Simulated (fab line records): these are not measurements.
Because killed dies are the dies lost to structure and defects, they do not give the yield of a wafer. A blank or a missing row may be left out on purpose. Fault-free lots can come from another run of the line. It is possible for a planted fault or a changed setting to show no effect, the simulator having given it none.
8D (eight disciplines) problem report, filled in by code | flow nandHarc | the parts of the form that need people (team, actions taken, sign-off) are left out

## 1. WHAT IS WRONG
Mean of killedAtArray at NHARC_END_SORT_01: 164 over 2 wafers from 1 lot, against 65 (standard deviation 19) on wafers with no fault. That puts it +5.2 standard deviations away from the usual mean.
First observed at day 31 03:25: wafer L813.2, on prober-01. At this step, 9 wafers from 3 lots have a number in the record. Rule for "out", or "out of limits": more than 4 standard deviations from the usual mean. Any other wafer with a number is counted as sound.

## 2. WHAT THIS IS AND IS NOT
question                    | is                        | is not
which readings at this step | killedAtArray, killedDies | killedAtOther, killedOpen, killedShort
which lots                  | L813                      | L797, L811
which wafers of those lots  | L813.2, L813.6            | L813.1
read on which gauges        | prober-01                 | -
when                        | from day 31 03:25         | up to then (7 sound wafers)

## 3. THE SUSPECTS, EACH WITH WHAT RULES IT OUT
Counting: a tool at a process step up to the reading stays a suspect if it ran every lot that is out. Sound lots after the first of them don't rule it out here, since some wafers of a struck lot are sound.
- the gauge at NHARC_END_SORT_01: kept. All the wafers that are out were read on prober-01, and no step on other tools shows them out.
- rieDiel-12 at NHARC_A_STAIRCASE_ETCH_21 (etches the open film in C4F8/O2, target depth 100 nm, time 40.5 s): kept. It processed L813, the lot that is out, at day 22 09:05, and its most recent sound lot before then was L811 at day 21 22:04.
- rieDiel-01 at NHARC_THIN_TSV_ETCHBACK_48 (etches the open film in C4F8/Ar, target depth 1028.5 nm, time 405.17 s): kept. It processed L813, the lot that is out, at day 30 09:08, and its most recent sound lot before then was L811 at day 29 20:05.
- pvdSputter-02 at NHARC_THIN_TSV_PRE_CLEAN_54 (time 30 s): kept. It processed L813, the lot that is out, at day 30 11:49, and its most recent sound lot before then was L811 at day 29 22:44.
- At NHARC_A_STAIRCASE_ETCH_21 on rieDiel-12, chamber 1 took the sound wafers of the same lots and chamber 3 took the wafers that are out.
Left after counting: rieDiel-12 at NHARC_A_STAIRCASE_ETCH_21, rieDiel-01 at NHARC_THIN_TSV_ETCHBACK_48, pvdSputter-02 at NHARC_THIN_TSV_PRE_CLEAN_54, prober-01 at NHARC_END_SORT_01.

## 4. THE CAUSE (what the simulator had put in)
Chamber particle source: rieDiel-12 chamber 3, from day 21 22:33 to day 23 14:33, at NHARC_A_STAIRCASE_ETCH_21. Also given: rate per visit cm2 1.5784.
After counting, 4 suspects remain, this tool included.

## 5. SEQUENCE OF EFFECTS, ordered by route
Rows list readings where the struck wafers' mean (over those with a number) sits beyond 3 standard deviations from the usual. Readings are gone through only where the record gives a usual standard deviation; hours: the median, over the lots, of the time from a lot's start at the first step in this table giving one to that lot's start at this step; sigmas: the change measured in usual standard deviations.
hours | step              | reading       | usual | on struck wafers | change | sigmas
0     | NHARC_END_SORT_01 | killedAtArray | 65    | 164              | +98    | +5.2
0     | NHARC_END_SORT_01 | killedDies    | 69    | 170              | +101   | +5.3

## 6. HOW IT WOULD HAVE BEEN CAUGHT EARLIER
Counted from the fault's start at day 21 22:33, it took 221 hours until the first out-of-limits reading at a measuring or inspecting step in this record, taken at day 31 03:25.
No tool reading at NHARC_A_STAIRCASE_ETCH_21 that has a usual standard deviation in the record was out on any struck wafer, so an alarm limit of 4 standard deviations on those readings would not have fired.
Each of the lots that are out, 1 in all, had begun NHARC_A_STAIRCASE_ETCH_21 on rieDiel-12 no later than day 31 03:25. None of them would have been spared by holding the tool at that moment.
